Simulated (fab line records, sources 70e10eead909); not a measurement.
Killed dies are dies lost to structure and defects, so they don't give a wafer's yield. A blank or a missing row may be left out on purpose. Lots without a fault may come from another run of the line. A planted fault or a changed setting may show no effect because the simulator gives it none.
Chamber matching | flow nand_harc | NHARC_A_BONDPAD_ETCH_34 on rie_diel-06: 4 sister chambers
The step etches the open film in N2/H2, target depth 60 nm, overetch 18 nm, time 65.91 s. 16 wafers are shown with their chamber, then 8 later ones without.

WAFERS WITH THEIR CHAMBER
wafer  | chamber | drypump_motor_current_A (A) | rf_vpp_V (V) | oes_product_au (a.u.)
L200.2 | 0       | 5.65                        | 428          | 1.002
L200.3 | 1       | 5.93                        | 434          | 1.004
L200.4 | 2       | 5.74                        | 428          | 1.003
L205.1 | 0       | 5.68                        | 428          | 1.003
L205.2 | 1       | 5.91                        | 436          | 1.009
L205.4 | 2       | 5.74                        | 429          | 0.994
L207.2 | 0       | 5.66                        | 428          | 1.003
L207.4 | 3       | 5.91                        | 432          | 0.999
L207.5 | 2       | 5.73                        | 429          | 0.997
L204.1 | 1       | 5.93                        | 434          | 1.011
L204.4 | 3       | 5.98                        | 432          | 0.999
L204.6 | 2       | 5.75                        | 429          | 1.007
L211.2 | 3       | 5.95                        | 433          | 1.002
L211.3 | 2       | 5.72                        | 430          | 1.001
L211.6 | 3       | 5.95                        | 433          | 0.997
L213.2 | 0       | 5.66                        | 427          | 1.000

SIGNATURES (means of the wafers above)
reading                 | chamber 0 | chamber 1 | chamber 2 | chamber 3 | scatter within a chamber
drypump_motor_current_A | 5.6625    | 5.9233    | 5.7360    | 5.9475    | 0.0176
rf_vpp_V                | 427.75    | 434.67    | 429.00    | 432.50    | 0.731
oes_product_au          | 1.00200   | 1.00800   | 1.00040   | 0.99925   | 0.00351
Rule: a wafer's distance from a chamber is the root of the sum, over the readings, of the square of ((its reading less the chamber's mean) divided by the reading's scatter). The wafer belongs to the nearest chamber; if the next one is less than 2 further off, it can't be placed. The scatter: the root of (the sum of the squares of (reading less its chamber's mean) over the shown wafers, divided by (wafers less chambers)).

WAFERS WITHOUT THEIR CHAMBER
wafer  | drypump_motor_current_A (A) | rf_vpp_V (V) | oes_product_au (a.u.)
L213.3 | 5.70                        | 427          | 1.000
L213.4 | 5.91                        | 435          | 1.017
L215.2 | 5.92                        | 434          | 1.001
L215.5 | 5.91                        | 434          | 1.012
L215.6 | 5.72                        | 429          | 0.994
L216.1 | 5.66                        | 428          | 0.998
L216.3 | 5.92                        | 433          | 1.013
L216.5 | 5.94                        | 432          | 1.001

WHICH CHAMBER EACH WENT THROUGH
wafer  | from the rows above     | in truth
L213.3 | can't be placed: 0 or 2 | 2
L213.4 | 1                       | 1
L215.2 | can't be placed: 1 or 3 | 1
L215.5 | 1                       | 1
L215.6 | 2                       | 2
L216.1 | 0                       | 0
L216.3 | can't be placed: 1 or 3 | 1
L216.5 | 3                       | 3
Placed correctly: 5 of 8. Can't be placed from these rows: 3 (the true chamber is among the candidates in 3). Placed wrongly: 0.
